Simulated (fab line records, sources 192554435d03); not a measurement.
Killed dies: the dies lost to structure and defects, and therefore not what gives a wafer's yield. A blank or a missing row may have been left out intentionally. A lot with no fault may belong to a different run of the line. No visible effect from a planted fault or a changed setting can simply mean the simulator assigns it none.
fab line records	flow n5-finfet
record: lots: 7	wafers: 39
route steps=1938 shown FIN_SAQP@120 STI_FIN_REVEAL@190 GATE_CUT@510 BEOL_M1@754
start-h: hours from the record's first day to the start of the lot's first wafer shown	wait-h: hours elapsed since this lot's preceding step	" as in the row above	L1.1+2: a single row standing in for several wafers	- no value present, or no start provided	* or withheld: withheld	< > ~ a bound
route shown NAME@n: a module of which the file shows steps, and the number in the route of the first	usual: mean and standard deviation over wafers with no fault	same: alike in all rows	chamber/n: place in a boat	sites: readings site by site	_std_site: standard deviation across them	_edge_site: mean of outer sites minus mean of inner sites	radius-mm: for every site, how far away it sits from the centre of the wafer	mask NAME#n: copy n	behind: the last tool/chamber to shape the wafer	hold: the reason the lot was held/the length of the hold in hours/how it ended	device: transistor that didn't switch, given as n, p or np	end of line: the tests these same wafers got at the end of their route	for a step that has no rows: nothing shown but its recipe	killed: count of dies lost to structure and defects at first sort (not the wafer's yield)	map: per-die view of a wafer (x killed, . not killed, _ where there is no die)
set.NAME: setting as actually run; set.NAME@STEP: the setting as run at that earlier step	model.NAME: the simulator's own value behind a step, which no gauge read
lots whose settings were changed on purpose; a table a step, a row a wafer
== steps ==
step: N5_FIN_SAQP_MANDREL_ETCH_22
recipe: target-depth-a: 600	chemistry: HBr/Cl2	target: a-Si	stop-on: SiNx	bt-time-s: 10	over-etch-frac: 0.5	time-s: 30	pressure-mtorr: 10	icp-w: 800	bias-w: 75	HBr_flow_sccm: 150	Cl2_flow_sccm: 80	ends: end-point
usual: oes-product-au: 0.766/0.017
lot.wafer	tool	chamber	start-h	wait-h	set.target-depth-a	oes-product-au	model.SiNx_of_FIN_SAQP_PECVD_48.thk-nm	model.SOC_of_FIN_SAQP_COAT_49.thk-nm
L077.1	rie-si-03	3	40.39	0.0	739.9	0.656	21.6	70.9
L077.2	"	2	"	"	739.9	0.688	21.67	70.7
L077.3	"	1	"	"	600	0.756	24.43	75.86
L077.4	"	0	"	"	739.9	0.685	22.2	70.84
L077.5	"	0	"	"	600	0.771	25.1	75.9
L077.6	"	1	"	"	600	0.759	25.36	75.74
L080.1	rie-si-03	2	57.81	0.0	939.7	0.614	17.5	62.54
L080.2	"	0	"	"	600	0.776	24.81	75.91
L080.3	"	1	"	"	600	0.746	24.75	75.59
L080.4	"	1	"	"	600	0.764	25.54	76.29
L080.5	"	2	"	"	939.7	0.624	18.08	62.4
L080.6	"	0	"	"	939.7	0.600	18.1	62.53
L081.1	rie-si-03	0	64.22	0.0	303.6	1.003	24.72	87.92
L081.2	"	1	"	"	600	0.751	24.69	75.99
L081.3	"	2	"	"	600	0.785	24.87	75.9
L081.4	"	0	"	"	303.6	1.007	25.24	87.83
L081.5	"	1	"	"	600	0.759	25.23	75.95
L081.6	"	2	"	"	303.6	1.019	25.47	87.71
L083.1	rie-si-04	1	76.17	0.0	600	0.742	25.14	75.88
L083.2	"	3	"	"	457.2	0.899	24.73	81.54
L083.3	"	0	"	"	600	0.741	25.07	75.81
L083.4	"	0	"	"	457.2	0.886	25.64	81.69
L083.5	"	3	"	"	457.2	0.894	25.3	81.77
L083.6	"	1	"	"	600	0.759	25.09	75.58
L087.1	rie-si-02	3	101.97	0.0	873.8	0.633	19.18	65.46
L087.2	"	0	"	"	600	0.784	24.98	76.08
L087.3	"	1	"	"	873.8	0.636	19.15	65.17
L087.4	"	2	"	"	600	0.775	25.27	76.15
L087.5	"	0	"	"	873.8	0.638	19.24	65.32
L087.6	"	1	"	"	600	0.790	25.09	76.34
L096.1	rie-si-04	2	153.64	0.0	600	0.759	24.26	76.08
L096.2	"	3	"	"	600	0.749	24.37	76.33
L096.3	"	1	"	"	600	0.761	24.94	76.61
L096.4	"	0	"	"	600	0.747	25	75.96
L096.5	"	1	"	"	600	0.769	25	76.29
L096.6	"	0	"	"	600	0.746	24.68	76.17
L097.2	rie-si-03	2	160.24	0.0	600	0.780	25.1	75.95
L097.3	"	3	"	"	600	0.761	24.74	76.27
L097.5	"	2	"	"	600	0.789	25.56	75.83
step: N5_FIN_SAQP_STRIP_55
recipe: chemistry: N2/H2	power-w: 500	temp-c: 40	pressure-mtorr: 50	rf-frequency-hz: 6e+07	overash-fraction: 0.3	bias-power-w: 28	h2-frac: 0.5	n2-flow-sccm: 300	h2-flow-sccm: 300
step: N5_FIN_SAQP_STRIP_23
recipe: chemistry: SPM	time-s: 750	temp-c: 130	h2so4-h2o2-vol-ratio: 4
step: N5_FIN_SAQP_MANDREL1_REMOVE_56
recipe: chemistry: HBr/Cl2/O2	bt-time-s: 10	target: a-Si	stop-on: SiNx	endpoint: OES-SiCl	over-etch-frac: 1	icp-w: 600	bias-w: 22	HBr_flow_sccm: 150	Cl2_flow_sccm: 80	O2_flow_sccm: 5	pressure-mtorr: 10
step: N5_FIN_SAQP_ETCH_57
recipe: chemistry: CH3F/O2	target: SiNx	mask-material: SiO2	target-depth-a: 325	time-s: 46.4	pressure-mtorr: 30	source-w: 395	bias-w: 73	Ar_flow_sccm: 150	CH3F_flow_sccm: 30	O2_flow_sccm: 20	ion-energy-ev: 120	ends: cleared
lot.wafer	tool	chamber	start-h	wait-h	set.target-depth-a@FIN_SAQP_MANDREL_ETCH_22	model.etch.depth-nm
L077.1	rie-diel-04	3	42.60	0.3	739.9	21.6
L077.2	"	2	"	"	739.9	21.67
L077.3	"	1	"	"	600	24.43
L077.4	"	0	"	"	739.9	22.2
L077.5	"	1	"	"	600	25.1
L077.6	"	0	"	"	600	25.36
L080.1	rie-diel-06	3	59.83	0.0	939.7	17.5
L080.2	"	0	"	"	600	24.81
L080.3	"	2	"	"	600	24.75
L080.4	"	1	"	"	600	25.54
L080.5	"	0	"	"	939.7	18.08
L080.6	"	3	"	"	939.7	18.1
L081.1	rie-diel-02	0	65.99	0.0	303.6	24.72
L081.2	"	3	"	"	600	24.69
L081.3	"	1	"	"	600	24.87
L081.4	"	2	"	"	303.6	25.24
L081.5	"	0	"	"	600	25.23
L081.6	"	1	"	"	303.6	25.47
L083.1	rie-diel-04	2	77.95	0.0	600	25.14
L083.2	"	3	"	"	457.2	24.73
L083.3	"	1	"	"	600	25.07
L083.4	"	0	"	"	457.2	25.64
L083.5	"	1	"	"	457.2	25.3
L083.6	"	0	"	"	600	25.09
L087.1	rie-diel-04	3	103.87	0.0	873.8	19.18
L087.2	"	2	"	"	600	24.98
L087.3	"	1	"	"	873.8	19.15
L087.4	"	1	"	"	600	25.27
L087.5	"	3	"	"	873.8	19.24
L087.6	"	2	"	"	600	25.09
L096.1	rie-diel-02	2	155.66	0.0	600	24.26
L096.2	"	3	"	"	600	24.37
L096.3	"	1	"	"	600	24.94
L096.4+5	"	0	"	"	600	25
L096.6	"	1	"	"	600	24.68
L097.2	rie-diel-02	1	162.07	0.0	600	25.1
L097.3	"	3	"	"	600	24.74
L097.5	"	3	"	"	600	25.56
step: N5_FIN_SAQP_ETCH_65
recipe: chemistry: CF4	target: SiO2	target-depth-a: 40	ion-energy-ev: 350	time-s: 4.4	pressure-mtorr: 10	icp-w: 800	bias-w: 400	cf4-flow-sccm: 80
step: N5_FIN_SAQP_MANDREL_ETCH_58
recipe: chemistry: HBr/Cl2	target: a-Si	target-depth-a: 450	bt-time-s: 10	stop-on: SiNx	mask-material: SiO2	over-etch-frac: 0.8	time-s: 27	pressure-mtorr: 10	icp-w: 800	bias-w: 75	HBr_flow_sccm: 150	Cl2_flow_sccm: 80	ends: end-point
step: N5_FIN_SAQP_SRD_39
recipe: dry: ipa-marangoni	time-s: 30	temp-c: 23	rinse-liquid: diw
step: N5_FIN_SAQP_INSPECT_40
recipe: inspect-instrument: brightfield	mode: aei
usual: raw-defect-count: 242/74
lot.wafer	tool	chamber	start-h	wait-h	set.target-depth-a@FIN_SAQP_MANDREL_ETCH_22	raw-defect-count
L077.1	defect-inspect-01	-	45.05	0.0	739.9	185
L077.2	"	-	"	"	739.9	248
L077.3	"	-	"	"	600	235
L077.4	"	-	"	"	739.9	223
L077.5	"	-	"	"	600	225
L077.6	"	-	"	"	600	184
L080.1	defect-inspect-02	-	61.90	0.0	939.7	270
L080.2	"	-	"	"	600	242
L080.3	"	-	"	"	600	250
L080.4	"	-	"	"	600	245
L080.5	"	-	"	"	939.7	309
L080.6	"	-	"	"	939.7	328
L081.1	defect-inspect-02	-	68.25	0.0	303.6	1831
L081.2	"	-	"	"	600	174
L081.3	"	-	"	"	600	210
L081.4	"	-	"	"	303.6	2009
L081.5	"	-	"	"	600	320
L081.6	"	-	"	"	303.6	1881
L083.1	defect-inspect-01	-	80.07	0.0	600	165
L083.2	"	-	"	"	457.2	211
L083.3	"	-	"	"	600	150
L083.4	"	-	"	"	457.2	223
L083.5	"	-	"	"	457.2	205
L083.6	"	-	"	"	600	213
L087.1	defect-inspect-01	-	106.13	0.0	873.8	215
L087.2	"	-	"	"	600	183
L087.3	"	-	"	"	873.8	217
L087.4	"	-	"	"	600	140
L087.5	"	-	"	"	873.8	168
L087.6	"	-	"	"	600	170
L096.1	defect-inspect-02	-	158.15	0.0	600	380
L096.2	"	-	"	"	600	237
L096.3	"	-	"	"	600	187
L096.4	"	-	"	"	600	289
L096.5	"	-	"	"	600	184
L096.6	"	-	"	"	600	153
L097.2	defect-inspect-01	-	164.20	0.0	600	166
L097.3	"	-	"	"	600	220
L097.5	"	-	"	"	600	146
step: N5_STI_FIN_REVEAL_ETCHBACK_08
recipe: chemistry: C4F6/O2	target: SiO2	target-depth-a: 305	time-s: 10.167	ion-energy-ev: 250	pressure-mtorr: 30	source-w: 345	bias-w: 185	Ar_flow_sccm: 300	C4F6_flow_sccm: 10	O2_flow_sccm: 10
lot.wafer	tool	chamber	start-h	wait-h	set.target-depth-a
L077.1+2+3+4+5+6	rie-diel-06	1,2,3,0,0,1	52.79	0.2	305
L080.1+2+4	rie-diel-04	2,0,3	69.07	0.2	171.7
L080.3+5+6	"	1,1,2	"	"	305
L081.1+2+4	rie-diel-02	3,2,0	75.37	0.2	217
L081.3+5+6	"	1,3,0	"	"	305
L083.1+2+3+4+5+6	rie-diel-02	3,2,1,3,2,1	87.62	0.4	305
L087.1+4+5	rie-diel-06	2,0,2	113.37	0.3	305
L087.2+3+6	"	3,1,3	"	"	362.5
L096.1+2+5	rie-diel-06	3,2,3	166.00	0.3	305
L096.3+4+6	"	1,2,1	"	"	155.9
L097.2+3+5	rie-diel-04	2,0,3	171.29	0.2	305
step: N5_STI_FIN_REVEAL_STRIP_24
recipe: chemistry: N2/H2	time-s: 90	power-w: 100	temp-c: 40	pressure-mtorr: 100	rf-frequency-hz: 6e+07	bias-power-w: 3	n2-flow-sccm: 300	h2-flow-sccm: 300
step: N5_STI_FIN_REVEAL_PRECLEAN_25
recipe: chemistry: SPM	time-s: 90	temp-c: 120	mix: 4:1
step: N5_STI_FIN_REVEAL_SRD_23
recipe: dry: ipa-marangoni	time-s: 30	temp-c: 23	rinse-liquid: diw
step: N5_STI_FIN_REVEAL_FIN_H_MEAS_10
usual: trench-depth-nm: 52.1/0.75
lot.wafer	tool	chamber	start-h	wait-h	set.target-depth-a@STI_FIN_REVEAL_ETCHBACK_08	trench-depth-nm
L077.1	ocd-01	-	55.76	0.0	305	51.7
L077.2	"	-	"	"	305	51.5
L077.3	"	-	"	"	305	52.6
L077.4	"	-	"	"	305	52.1
L077.5	"	-	"	"	305	51.9
L077.6	"	-	"	"	305	52.0
L080.1	ocd-02	-	72.03	0.0	171.7	37.8
L080.2	"	-	"	"	171.7	37.9
L080.3	"	-	"	"	305	50.2
L080.4	"	-	"	"	171.7	38.4
L080.5	"	-	"	"	305	51.1
L080.6	"	-	"	"	305	51.7
L081.1	ocd-01	-	78.32	0.0	217	42.4
L081.2	"	-	"	"	217	43.8
L081.3	"	-	"	"	305	52.2
L081.4	"	-	"	"	217	43.0
L081.5	"	-	"	"	305	50.9
L081.6	"	-	"	"	305	51.5
L083.1	ocd-02	-	90.58	0.0	305	50.7
L083.2	"	-	"	"	305	53.1
L083.3	"	-	"	"	305	52.4
L083.4	"	-	"	"	305	51.1
L083.5	"	-	"	"	305	52.3
L083.6	"	-	"	"	305	52.0
L087.1	ocd-01	-	116.33	0.0	305	50.8
L087.2	"	-	"	"	362.5	57.6
L087.3	"	-	"	"	362.5	56.5
L087.4	"	-	"	"	305	50.8
L087.5	"	-	"	"	305	50.7
L087.6	"	-	"	"	362.5	57.0
L096.1	ocd-01	-	168.95	0.0	305	52.5
L096.2	"	-	"	"	305	51.9
L096.3	"	-	"	"	155.9	37.3
L096.4	"	-	"	"	155.9	37.2
L096.5	"	-	"	"	305	52.7
L096.6	"	-	"	"	155.9	37.3
L097.2	ocd-02	-	174.43	0.0	305	53.2
L097.3	"	-	"	"	305	51.8
L097.5	"	-	"	"	305	52.7
step: N5_GATE_CUT_ALD_22
recipe: material: SiNx	target-thk-a: 160	temp-c: 400	ald-precursor-family: SiH2I2	ald-co-reactant: N2/H2-plasma	pulse-time-s: 1	ald-cycles: 320	purge-time-s: 2	co-reactant-purge-time-s: 2	pressure-torr: 2
lot.wafer	tool	chamber	start-h	wait-h	set.ald-cycles	model.SiNx_of_GATE_CUT_ALD_22.thk-nm
L077.1+4	ald-sin-01	0,3	103.81	0.0	418	21
L077.2+3+5	"	2,1,2	"	"	320	16
L077.6	"	1	"	"	418	20.8
L080.1+2+3+4+5+6	ald-sin-04	2,1,3,0,1,2	119.63	0.0	320	16
L081.1+5+6	ald-sin-01	0,0,2	125.60	0.0	320	16
L081.2+3+4	"	2,3,3	"	"	471	23.4
L083.1+4	ald-sin-04	3,2	136.23	0.0	238	11.8
L083.2	"	0	"	"	238	12
L083.3	"	1	"	"	320	15.8
L083.5+6	"	0,1	"	"	320	16
L087.1+2+3+4+5+6	ald-sin-02	3,2,0,1,3,0	161.80	0.0	320	16
L096.1+5+6	ald-sin-02	3,3,0	221.58	0.0	320	16
L096.2+3+4	"	1,0,2	"	"	470	23.6
L097.2+3	ald-sin-04	0,2	223.54	0.0	320	16.2
L097.5	"	1	"	"	320	16
step: N5_GATE_CUT_CMP_23
recipe: stop-on: SiO2	t-overpolish-s: 23.4	post-cmp-clean: alkaline-brush	down-force-psi: 2.5	platen-rpm: 51.8	pad-velocity-m-s: 1.0307	target-thk-nm: 16
usual: time-to-endpoint-s: 19.0/2
lot.wafer	tool	chamber	start-h	wait-h	set.ald-cycles@GATE_CUT_ALD_22	time-to-endpoint-s
L077.1	cmp-01	1	105.30	0.8	418	28.0
L077.2	"	2	"	"	320	20.8
L077.4	"	3	"	"	418	24.5
L077.3	"	0	"	"	320	20.5
L077.5	"	1	"	"	320	20.8
L077.6	"	2	"	"	418	24.4
L080.2	cmp-03	3	121.11	0.8	320	20.3
L080.4	"	0	"	"	320	20.5
L080.3	"	1	"	"	320	20.2
L080.1	"	2	"	"	320	17.9
L080.5	"	3	"	"	320	19.2
L080.6	"	0	"	"	320	19.7
L081.3	cmp-03	0	127.09	0.8	471	27.9
L081.1	"	1	"	"	320	20.8
L081.4	"	2	"	"	471	27.8
L081.2	"	3	"	"	471	28.3
L081.5	"	0	"	"	320	18.9
L081.6	"	1	"	"	320	20.7
L083.2	cmp-03	1	137.71	0.8	238	14.2
L083.4	"	2	"	"	238	12.7
L083.3	"	3	"	"	320	21.9
L083.1	"	0	"	"	238	14.1
L083.6	"	1	"	"	320	17.2
L083.5	"	2	"	"	320	17.0
L087.3	cmp-03	0	163.29	0.8	320	20.4
L087.4	"	1	"	"	320	17.6
L087.1	"	2	"	"	320	19.4
L087.2	"	3	"	"	320	19.4
L087.5	"	0	"	"	320	20.7
L087.6	"	1	"	"	320	20.0
L096.1	cmp-01	3	223.06	0.8	320	15.3
L096.3	"	0	"	"	470	24.5
L096.4	"	1	"	"	470	25.0
L096.2	"	2	"	"	470	24.5
L096.5	"	3	"	"	320	14.1
L096.6	"	0	"	"	320	20.3
L097.2	cmp-04	1	225.03	0.8	320	20.2
L097.3	"	2	"	"	320	20.0
L097.5	"	1	"	"	320	21.3
step: N5_BEOL_M1_HM_DEP_02
recipe: material: TiN	target-thk-a: 200	temp-c: 25	chamber-pressure-pa: 0.49996
lot.wafer	tool	chamber	start-h	wait-h	set.target-thk-a	model.TiN_of_BEOL_M1_HM_DEP_02.thk-nm
L077.1+3	pvd-sputter-01	-	137.19	1.7	277.2	27.4
L077.2+4	"	-	"	"	200	19.8
L077.5	"	-	"	"	277.2	27.6
L077.6	"	-	"	"	200	20
L080.1	pvd-sputter-01	-	155.29	0.5	200	19.6
L080.2+4	"	-	"	"	277.1	27.6
L080.3+6	"	-	"	"	200	19.8
L080.5	"	-	"	"	277.1	27.8
L081.1+2	pvd-sputter-01	-	160.63	1.7	200	19.6
L081.3+4	"	-	"	"	245.4	24
L081.5	"	-	"	"	200	19.4
L081.6	"	-	"	"	245.4	24.2
L083.1	pvd-sputter-03	-	174.37	2.1	200	20.2
L083.2+3	"	-	"	"	200	20
L083.4+5+6	"	-	"	"	293.4	29.4
L087.1+2+6	pvd-sputter-03	-	205.23	1.0	200	20.2
L087.3+5	"	-	"	"	121.3	12.2
L087.4	"	-	"	"	121.3	11.8
L096.1+5	pvd-sputter-01	-	255.17	0.7	306.9	30.8
L096.2+4+6	"	-	"	"	200	20
L096.3	"	-	"	"	306.9	31
L097.2	pvd-sputter-01	-	262.87	1.1	200	20.4
L097.3+5	"	-	"	"	200	20.2
step: N5_BEOL_M1_COAT_61
recipe: resist: SOC	temp-c: 250	time-s: 60	spin-rpm: 1500	resist-thk-nm: 60
step: N5_BEOL_M1_COAT_62
recipe: resist: SiARC	temp-c: 220	time-s: 60	spin-rpm: 1500	resist-thk-nm: 12
step: N5_BEOL_M1_STRIP_75
recipe: chemistry: N2/H2	temp-c: 40	n2-flow-sccm: 200	h2-flow-sccm: 200	rf-frequency-hz: 6e+07
step: N5_BEOL_M1_STRIP_66
recipe: chemistry: CF4	resist: SiARC	power-w: 300	bias-power-w: 75	pressure-mtorr: 50	cf4-flow-sccm: 150	rf-frequency-hz: 6e+07
step: N5_BEOL_M1_HM_OPEN_17
recipe: chemistry: Cl2/BCl3	target-depth-a: 200	overetch-a: 60	target: TiN	mask-material: SOC	ion-energy-ev: 150	pressure-mtorr: 10	icp-w: 1000	bias-w: 126	Cl2_flow_sccm: 53.25	bcl3-flow-sccm: 21.75	Ar_flow_sccm: 25
lot.wafer	tool	chamber	start-h	wait-h	set.target-thk-a@BEOL_M1_HM_DEP_02	model.etch.depth-nm
L077.1	rie-metal-02	1	138.40	0.0	277.2	26.25
L077.2	"	0	"	"	200	19.87
L077.3	"	0	"	"	277.2	26.02
L077.4	"	1	"	"	200	19.81
L077.5	"	1	"	"	277.2	26.64
L077.6	"	0	"	"	200	19.91
L080.1	rie-metal-03	0	156.05	0.0	200	19.67
L080.2	"	1	"	"	277.1	25.77
L080.3	"	0	"	"	200	19.84
L080.4	"	1	"	"	277.1	25.67
L080.5	"	1	"	"	277.1	25.68
L080.6	"	0	"	"	200	19.82
L081.1	rie-metal-01	1	161.54	0.0	200	19.66
L081.2	"	0	"	"	200	19.57
L081.3+4	"	0,1	"	"	245.4	23.97
L081.5	"	1	"	"	200	19.44
L081.6	"	0	"	"	245.4	24.11
L083.1	rie-metal-03	0	175.14	0.0	200	20.12
L083.2	"	1	"	"	200	19.9
L083.3	"	1	"	"	200	19.93
L083.4	"	0	"	"	293.4	25.92
L083.5	"	1	"	"	293.4	25.83
L083.6	"	0	"	"	293.4	25.68
L087.1	rie-metal-03	0	206.11	0.0	200	20.11
L087.2	"	1	"	"	200	20.14
L087.3	"	0	"	"	121.3	12.17
L087.4	"	1	"	"	121.3	11.89
L087.5	"	1	"	"	121.3	12.13
L087.6	"	0	"	"	200	20.22
L096.1+3	rie-metal-03	0	256.12	0.0	306.9	26.05
L096.2	"	1	"	"	200	20.06
L096.4	"	1	"	"	200	20.08
L096.5	"	1	"	"	306.9	25.96
L096.6	"	0	"	"	200	20.05
L097.2	rie-metal-03	0	263.76	0.0	200	20.3
L097.3	"	1	"	"	200	20.22
L097.5	"	0	"	"	200	20.26
step: N5_BEOL_M1_STRIP_19
recipe: chemistry: O2	power-w: 400	temp-c: 40	pressure-mtorr: 30	rf-frequency-hz: 6e+07	bias-power-w: 0	overash-fraction: 0.2	o2-flow-sccm: 225
step: N5_BEOL_M1_ETCH_41
recipe: chemistry: CH3F/O2	target: SiCN	target-depth-a: 319	taper-deg: 2	time-s: 57.8	ion-energy-ev: 120	mask-material: TiN	pressure-mtorr: 30	source-w: 395	bias-w: 75	Ar_flow_sccm: 150	CH3F_flow_sccm: 30	O2_flow_sccm: 20
step: N5_BEOL_M1_STRIP_97
recipe: chemistry: N2/H2	time-s: 10	power-w: 450	temp-c: 40	pressure-mtorr: 20	rf-frequency-hz: 6e+07	bias-power-w: 7	n2-flow-sccm: 200	h2-flow-sccm: 200
step: N5_BEOL_M1_OCD_MEAS_38
usual: trench-depth-nm: 55.3/0.92
lot.wafer	tool	chamber	start-h	wait-h	set.target-thk-a@BEOL_M1_HM_DEP_02	trench-depth-nm
L077.1	ocd-01	-	141.12	-	277.2	49.8
L077.2	"	-	"	"	200	54.7
L077.3	"	-	"	"	277.2	47.6
L077.4	"	-	"	"	200	55.1
L077.5	"	-	"	"	277.2	51.3
L077.6	"	-	"	"	200	55.1
L080.1	ocd-02	-	160.71	-	200	56.1
L080.2	"	-	"	"	277.1	41.9
L080.3	"	-	"	"	200	55.3
L080.4	"	-	"	"	277.1	38.5
L080.5	"	-	"	"	277.1	36.7
L080.6	"	-	"	"	200	54.7
L081.1	ocd-01	-	164.02	-	200	53.4
L081.2	"	-	"	"	200	56.0
L081.3	"	-	"	"	245.4	54.7
L081.4	"	-	"	"	245.4	54.7
L081.5	"	-	"	"	200	55.0
L081.6	"	-	"	"	245.4	53.4
L083.1	ocd-01	-	179.43	-	200	54.9
L083.2	"	-	"	"	200	53.8
L083.3	"	-	"	"	200	54.2
L083.4	"	-	"	"	293.4	8.0
L083.5	"	-	"	"	293.4	7.4
L083.6	"	-	"	"	293.4	6.8
L087.1	ocd-02	-	211.95	-	200	54.7
L087.2	"	-	"	"	200	55.8
L087.3	"	-	"	"	121.3	57.2
L087.4	"	-	"	"	121.3	54.9
L087.5	"	-	"	"	121.3	57.2
L087.6	"	-	"	"	200	55.6
L096.1	ocd-02	-	259.68	-	306.9	1.0
L096.2	"	-	"	"	200	56.3
L096.3	"	-	"	"	306.9	0.9
L096.4	"	-	"	"	200	56.4
L096.5	"	-	"	"	306.9	0.8
L096.6	"	-	"	"	200	57.9
L097.2	ocd-01	-	268.55	-	200	54.9
L097.3	"	-	"	"	200	55.8
L097.5	"	-	"	"	200	56.3
== key ==
split: step: N5_FIN_SAQP_MANDREL_ETCH_22	setting: target-depth-a	stated: 600	by: wafer
response: step: N5_FIN_SAQP_MANDREL_ETCH_22	reading: oes-product-au	change: -0.0037	per: 1%	r: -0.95
response: step: N5_FIN_SAQP_MANDREL_ETCH_22	reading: model.SiNx_of_FIN_SAQP_PECVD_48.thk-nm	shape: bent	at-lowest: 25.14	at-stated: 24.96	at-highest: 17.89
response: step: N5_FIN_SAQP_MANDREL_ETCH_22	reading: model.SOC_of_FIN_SAQP_COAT_49.thk-nm	change: -0.238	per: 1%	r: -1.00
response: step: N5_FIN_SAQP_ETCH_57	reading: model.etch.depth-nm	shape: bent	at-lowest: 25.14	at-stated: 24.96	at-highest: 17.89
response: step: N5_FIN_SAQP_INSPECT_40	reading: raw-defect-count	shape: bent	at-lowest: 1907	at-stated: 211	at-highest: 302
split: step: N5_STI_FIN_REVEAL_ETCHBACK_08	setting: target-depth-a	stated: 305	by: wafer
response: step: N5_STI_FIN_REVEAL_FIN_H_MEAS_10	reading: trench-depth-nm	change: +0.304	per: 1%	r: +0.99
split: step: N5_GATE_CUT_ALD_22	setting: ald-cycles	stated: 320	by: wafer
response: step: N5_GATE_CUT_ALD_22	reading: model.SiNx_of_GATE_CUT_ALD_22.thk-nm	change: +0.16	per: 1%	r: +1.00
response: step: N5_GATE_CUT_CMP_23	reading: time-to-endpoint-s	change: *	per: 1%	r: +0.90
split: step: N5_BEOL_M1_HM_DEP_02	setting: target-thk-a	stated: 200	by: wafer
response: step: N5_BEOL_M1_HM_DEP_02	reading: model.TiN_of_BEOL_M1_HM_DEP_02.thk-nm	change: +0.202	per: 1%	r: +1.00
response: step: N5_BEOL_M1_HM_OPEN_17	reading: model.etch.depth-nm	change: +0.148	per: 1%	r: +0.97
response: step: N5_BEOL_M1_OCD_MEAS_38	reading: trench-depth-nm	shape: bent	at-lowest: 56.4	at-stated: 55.3	at-highest: 0.9
